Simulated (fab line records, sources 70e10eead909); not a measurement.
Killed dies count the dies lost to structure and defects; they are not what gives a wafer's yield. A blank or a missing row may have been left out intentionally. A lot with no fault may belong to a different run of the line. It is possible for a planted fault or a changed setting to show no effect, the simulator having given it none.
Struck lot and sound lot, side by side | flow nand_harc | 14 steps out of a route of 1159
Sound: the wafers L647.1, L647.3, L647.6. Wafers L664.3, L664.4, L664.5 were the ones struck. The cause is named last.
Per side, at each step with rows, come the tool, then ch with its chambers, and then its first start. Under that, the readings that differ: sound wafers | struck wafers | difference of the means | sigmas: that difference in standard deviations of wafers without a fault.
alike: a reading whose means differ by less than 2 such deviations, as well as words and numbers matching on both sides. not compared: withheld readings; readings where some wafer has no value; bounds like >300 that might hide an equal value; numbers whose values overlap and for which the record gives no deviation.
Wherever a step has rows on one side only, a row that says differs or no value, or a row with sigmas, the two part there. Non-overlapping numbers with no deviation appear without sigmas and do not part them. Lack of a reading on every wafer of one side parts them only where that side has two or more wafers.

NHARC_P_M0_PRE_CLEAN_29: time 30 s.
  sound on pvd_sputter-02; struck on pvd_sputter-03
  alike: heater_power_w
NHARC_P_M0_PVD_20: deposits TaN, target thk 5 nm, time 8.06 s.
  sound on pvd_sputter-02; struck on pvd_sputter-03
  alike: throttle_valve_pct
then, 2 steps without rows for these wafers: NHARC_P_M0_PVD_21 (deposits Cu, target thk 30 nm, time 20.49 s); NHARC_P_M0_ECD_22 (material Cu, target thk 400 nm).
NHARC_P_M0_ANNEAL_30: time 90 s.
  sound on rtp_anneal-01 ch 0, day 6 13:11; struck on rtp_anneal-01 ch 0, day 10 08:17
  alike: anneal_temp_c, wafer_temp_C_max
then, 1 step without rows for these wafers: NHARC_P_M0_CMP_23 (polishes, t overpolish 20 s, target thk 117.53 nm).
NHARC_P_M0_THK_MEAS_24: measures by xrf.
  struck on film_metro-02, day 10 08:52; sound on film_metro-02, day 6 13:51
  alike: thk_nm
then, 1 step without rows for these wafers: NHARC_P_M0_SRD_25.
NHARC_P_M0_INSPECT_27:
  struck on defect_inspect-01, day 10 09:01; sound on defect_inspect-01, day 6 14:00
  alike: raw_defect_count
NHARC_P_M0_PRE_CLEAN_31: time 12 s.
  sound on pecvd-04 ch 0,1, day 6 14:04; struck on pecvd-03 ch 0,1, day 10 09:05
  alike: heater_power_outer_w, heater_power_w
NHARC_P_M0_DEP_32: deposits SiCN, target thk 30 nm.
  sound on pecvd-04 ch 0,1, day 6 14:09; struck on pecvd-03 ch 0,1, day 10 09:10
  alike: heater_power_outer_w, heater_power_w
NHARC_P_M1_DEP_00: deposits SiOC, target thk 182.5 nm.
  sound on pecvd-02 ch 1,2, day 6 14:36; struck on pecvd-02 ch 0,1,2, day 10 10:13
then, 1 step without rows for these wafers: NHARC_P_M1_DEHYDRATE_01 (time 120 s).
-- break in the record here, with 13 days between the starts of the struck wafers on either side (left off in module P_M1, picked up again in module END, where the first step shown is number 1159 on the route) --
NHARC_END_SORT_01:
  here the record holds rows for the struck wafers (prober-01 ch 0, day 23 13:55) but none for the sound ones

WHERE THEY PART
Within this record, at NHARC_END_SORT_01 only.

WHY: what had been put in by the simulator
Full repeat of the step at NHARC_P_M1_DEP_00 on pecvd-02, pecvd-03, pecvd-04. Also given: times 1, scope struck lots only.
